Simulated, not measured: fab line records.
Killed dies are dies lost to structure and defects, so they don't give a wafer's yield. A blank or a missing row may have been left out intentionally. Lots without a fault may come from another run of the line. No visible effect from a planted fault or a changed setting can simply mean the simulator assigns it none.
Which of the tools did it?    flow nand_harc    10 lots, 30 wafers sampled, at 8 steps of a route of 1302

WHAT THE GAUGES SHOWED, per wafer
NHARC_P_STI_OVL_MEAS_10. Usual: overlay_x_nm 2 nm, standard deviation 6.8; overlay_y_nm 0 nm, standard deviation 5.6.
lot   measured      on          overlay_x_nm (nm)  overlay_y_nm (nm)  flag
L333  day 2 21:26   overlay-02  -3 -3 -3           -1 -1 -2           
L342  day 6 15:53   overlay-02  3 3 2              2 2 2              
L343  day 7 01:14   overlay-02  -14 -13 -13        -2 -1 -1           
L344  day 7 08:20   overlay-01  6 6 5              1 1 1              
L348  day 9 02:35   overlay-01  -2 -1 -1           -8 -7 -7           
L349  day 9 10:22   overlay-02  -15 -15 -14        -5 -4 -5           
L350  day 9 21:03   overlay-01  -9 -9 -9           -8 -8 -8           
L351  day 10 10:56  overlay-02  1 2 1              0 1 0              
L352  day 10 22:37  overlay-01  1 0 1              4 4 4              
L353  day 11 02:27  overlay-01  3 3 4              -4 -5 -4           

NHARC_P_GATE_CD_MEAS_11: target cd 1640 nm. Usual: 1639.5 nm for cd_nm, sd 2.2.
lot   measured      on         cd_nm (nm)            flag
L333  day 4 05:06   cd_sem-03  1640.2 1645.5 1642.3  
L342  day 8 05:46   cd_sem-01  1641.1 1637.9 1640.4  
L343  day 8 11:26   cd_sem-01  - - -                 OFF
L344  day 8 19:52   cd_sem-02  - - -                 OFF
L348  day 10 15:59  cd_sem-01  1637.8 1642.0 1639.2  
L349  day 11 07:21  cd_sem-02  1638.7 1640.0 1638.7  
L350  day 11 18:14  cd_sem-03  1639.7 1637.3 1636.1  
L351  day 11 18:24  cd_sem-03  1638.7 1637.1 1642.1  
L352  day 12 12:23  cd_sem-02  1637.6 1640.8 1638.8  
L353  day 12 12:25  cd_sem-01  1641.7 1641.8 1637.1  

NHARC_P_GATE_INSPECT_28. Usual: 6.2 for raw_defect_count, sd 2.8.
lot   measured      on                 raw_defect_count  flag
L333  day 4 19:07   defect_inspect-01  8 5 10            
L342  day 8 21:17   defect_inspect-02  4 7 6             
L343  day 9 05:53   defect_inspect-02  1027 1039 1100    OFF
L344  day 9 14:29   defect_inspect-02  1104 1070 1040    OFF
L348  day 11 09:20  defect_inspect-01  3 9 12            
L349  day 12 01:22  defect_inspect-02  2 6 7             
L350  day 12 09:39  defect_inspect-02  8 15 4            
L351  day 12 09:49  defect_inspect-01  2 8 5             
L352  day 13 03:48  defect_inspect-02  4 4 8             
L353  day 13 04:27  defect_inspect-02  4 1 3             

NHARC_P_GATE_INSPECT_68. Usual: 195 for raw_defect_count, sd 72.
lot   measured      on                 raw_defect_count  flag
L333  day 5 13:32   defect_inspect-01  202 337 556       
L342  day 9 15:55   defect_inspect-02  118 117 86        
L343  day 10 02:14  defect_inspect-02  1219 1242 1309    OFF
L344  day 10 11:03  defect_inspect-02  1331 1251 1291    OFF
L348  day 12 04:16  defect_inspect-02  134 164 237       
L349  day 12 21:51  defect_inspect-01  157 180 141       
L350  day 13 04:11  defect_inspect-02  154 169 209       
L351  day 13 04:22  defect_inspect-02  137 195 263       
L352  day 13 22:17  defect_inspect-02  284 135 203       
L353  day 13 23:00  defect_inspect-02  189 287 334       

NHARC_END_SORT_01. Usual: killed_at_array 64, standard deviation 20; killed_at_other 0.7, standard deviation 1.1; killed_at_periphery 3.6, standard deviation 2.7; killed_dies 68, standard deviation 20; killed_open 2.8, standard deviation 1.9; killed_short 2.3, standard deviation 1.5.
lot   measured      on         killed_at_array  killed_at_other  killed_at_periphery  killed_dies  killed_open  killed_short  flag
L343  day 28 16:13  prober-02  15 14 22         0 2 0            662 661 655          677 677 677  2 3 4        1 2 2         OFF
L344  day 29 17:35  prober-01  58 64 69         1 0 1            618 613 607          677 677 677  2 2 5        1 1 3         OFF

WHAT TOOL EACH LOT RAN ON (gives the tool, then ch and the chambers of the sampled wafers, and finally the start)
lot   NHARC_P_STI_ETCH_42                 NHARC_P_GATE_EXPOSE_08             NHARC_P_GATE_DESCUM_13
L333  rie_diel-07 ch 0,1,2, day 2 21:41   krf_scanner-03 ch 0, day 4 04:56   rie_diel-11 ch 0,3, day 4 05:16
L342  rie_diel-07 ch 0,1,3, day 6 16:08   krf_scanner-02 ch 0, day 8 05:37   rie_diel-03 ch 2,3, day 8 05:57
L343  rie_diel-10 ch 1,2,3, day 7 01:29   krf_scanner-03, day 8 11:17        rie_diel-03 ch 1,2,3, day 8 11:37
L344  rie_diel-07 ch 1,2,3, day 7 08:35   krf_scanner-02, day 8 19:43        rie_diel-04 ch 1,3, day 8 20:02
L348  rie_diel-07 ch 0,1,3, day 9 02:52   krf_scanner-02 ch 0, day 10 15:49  rie_diel-03 ch 0,3, day 10 16:08
L349  rie_diel-07 ch 0,1,3, day 9 10:38   krf_scanner-02 ch 0, day 11 07:12  rie_diel-04 ch 0,2,3, day 11 07:32
L350  rie_diel-07 ch 0,1,3, day 9 21:20   krf_scanner-02 ch 0, day 11 18:05  rie_diel-03 ch 0,2,3, day 11 18:25
L351  rie_diel-10 ch 0,1,2, day 10 11:13  krf_scanner-03 ch 0, day 11 18:15  rie_diel-03 ch 0,1, day 11 18:34
L352  rie_diel-10 ch 0,1,2, day 10 22:53  krf_scanner-02 ch 0, day 12 12:14  rie_diel-04 ch 0,2, day 12 12:33
L353  rie_diel-07 ch 0,1,3, day 11 02:44  krf_scanner-02 ch 0, day 12 12:16  rie_diel-03 ch 0,2, day 12 12:35
- NHARC_P_STI_ETCH_42: etches the open film in N2/H2, target depth 80 nm, overetch 24 nm, time 61 s.
- NHARC_P_GATE_EXPOSE_08: exposes mask P HV.
- NHARC_P_GATE_DESCUM_13: chemistry O2, time 3 s.

WHAT THE TOOLS THEMSELVES READ (means of the sampled wafers that have a number; where no wafer has one, the mark that the record gives instead)
NHARC_P_STI_ETCH_42. Usual: chamber_pressure_mTorr 30.002 mTorr, standard deviation 0.027; drypump_motor_current_A 5.6 A, standard deviation 0.39; h2_flow_sccm 150.1 sccm, standard deviation 0.47; mfc_ar_sccm 0.010 sccm, standard deviation 0.0094; oes_product_au 1.002 a.u., standard deviation 0.014; rf_vpp_V 430.2 V, standard deviation 1.6; showerhead_plenum_p_Torr 2.03 Torr, standard deviation 0.053; throttle_valve_pct 14.172 %, standard deviation 0.0095.
lot   tool         chamber_pressure_mTorr (mTorr)  drypump_motor_current_A (A)  h2_flow_sccm (sccm)  mfc_ar_sccm (sccm)  oes_product_au (a.u.)  rf_vpp_V (V)  showerhead_plenum_p_Torr (Torr)  throttle_valve_pct (%)  flag
L333  rie_diel-07  29.978                          5.7                          150.3                0.006               1.021                  430.1         2.01                             14.173                  
L342  rie_diel-07  29.993                          5.5                          150.3                0.011               1.008                  429.8         2.02                             14.171                  
L343  rie_diel-10  30.011                          5.8                          149.8                0.014               0.998                  430.9         2.04                             14.175                  
L344  rie_diel-07  29.970                          5.5                          150.3                0.005               0.990                  430.4         2.04                             14.169                  
L348  rie_diel-07  29.978                          5.5                          150.2                0.011               1.003                  430.1         2.02                             14.173                  
L349  rie_diel-07  30.015                          5.5                          149.8                0.011               1.007                  430.0         2.02                             14.188                  
L350  rie_diel-07  30.004                          5.5                          149.4                0.011               1.002                  430.0         2.02                             14.172                  
L351  rie_diel-10  29.993                          5.6                          149.7                0.017               0.987                  429.5         2.03                             14.167                  
L352  rie_diel-10  30.011                          5.6                          149.8                0.017               0.986                  430.1         2.03                             14.173                  
L353  rie_diel-07  30.024                          5.5                          149.6                0.011               1.007                  429.6         2.02                             14.172                  

NHARC_P_GATE_EXPOSE_08. Usual: exposure_dose_mJ_cm2 16.751, standard deviation 0.016; focus_offset_nm 0.2 nm, standard deviation 0.47; stage_vel_mm_s 500.04 mm/s, standard deviation 0.24.
lot   tool            exposure_dose_mJ_cm2  focus_offset_nm (nm)  stage_vel_mm_s (mm/s)  flag
L333  krf_scanner-03  16.741                -0.1                  499.75                 
L342  krf_scanner-02  16.749                -0.2                  499.83                 
L343  krf_scanner-03  -                     -                     -                      OFF
L344  krf_scanner-02  -                     -                     -                      OFF
L348  krf_scanner-02  16.752                0.4                   500.01                 
L349  krf_scanner-02  16.750                0.0                   500.17                 
L350  krf_scanner-02  16.746                -0.2                  500.15                 
L351  krf_scanner-03  16.744                -0.2                  499.84                 
L352  krf_scanner-02  16.774                0.0                   500.17                 
L353  krf_scanner-02  16.744                -0.1                  499.86                 

NHARC_P_GATE_DESCUM_13. Usual: chamber_pressure_mTorr 59.99 mTorr, standard deviation 0.057; drypump_motor_current_A 5.6 A, standard deviation 0.5; mfc_ar_sccm 0.014 sccm, standard deviation 0.014; oes_product_au 0.999 a.u., standard deviation 0.015; rf_vpp_V 58.1 V, standard deviation 0.86; showerhead_plenum_p_Torr 1.99 Torr, standard deviation 0.078; throttle_valve_pct 11.311 %, standard deviation 0.0095.
lot   tool         chamber_pressure_mTorr (mTorr)  drypump_motor_current_A (A)  mfc_ar_sccm (sccm)  oes_product_au (a.u.)  rf_vpp_V (V)  showerhead_plenum_p_Torr (Torr)  throttle_valve_pct (%)  flag
L333  rie_diel-11  60.02                           5.5                          0.000               0.995                  58.7          2.00                             11.302                  
L342  rie_diel-03  59.95                           5.5                          0.036               0.996                  58.1          2.01                             11.318                  
L343  rie_diel-03  59.96                           5.8                          0.030               0.984                  57.0          1.95                             11.309                  
L344  rie_diel-04  59.98                           5.8                          0.000               1.003                  59.0          2.04                             11.322                  
L348  rie_diel-03  59.97                           5.4                          0.020               1.011                  58.2          2.03                             11.305                  
L349  rie_diel-04  59.99                           5.8                          0.006               0.994                  58.4          2.04                             11.303                  
L350  rie_diel-03  60.04                           5.4                          0.028               1.001                  58.3          2.02                             11.318                  
L351  rie_diel-03  59.97                           5.9                          0.016               0.987                  57.8          1.88                             11.313                  
L352  rie_diel-04  60.02                           5.5                          0.012               1.010                  58.1          2.05                             11.321                  
L353  rie_diel-03  60.00                           5.3                          0.020               1.008                  58.6          2.01                             11.313                  

THE ANSWER, worked out from the rows above alone
Rule: a lot counts as off when the mean over its wafers that have a number is more than 3 standard deviations away from the usual mean. A lot without any number at a reading at which 4 lots or more have one is off too. All remaining lots with rows at the step are treated as sound. First the gauges in route order, then the tools' own readings, where a lot's mean is used as printed above. At the first step where some lot is off, the reading lying furthest off is the one used; lots without a number count as furthest.
Off: L343, L344 (NHARC_P_GATE_CD_MEAS_11, cd_nm). Without a number there: L343, L344.
A tool fits if, at a process step before that reading, it ran every lot that is off, and no sound lot after the first of them. The gauges at NHARC_P_GATE_CD_MEAS_11 aren't tried: what is off there is off at NHARC_P_GATE_INSPECT_28 too, on other tools, and a gauge's error can't cause that. None of those tried fits.

WHAT HAD BEEN PUT IN BY THE SIMULATOR
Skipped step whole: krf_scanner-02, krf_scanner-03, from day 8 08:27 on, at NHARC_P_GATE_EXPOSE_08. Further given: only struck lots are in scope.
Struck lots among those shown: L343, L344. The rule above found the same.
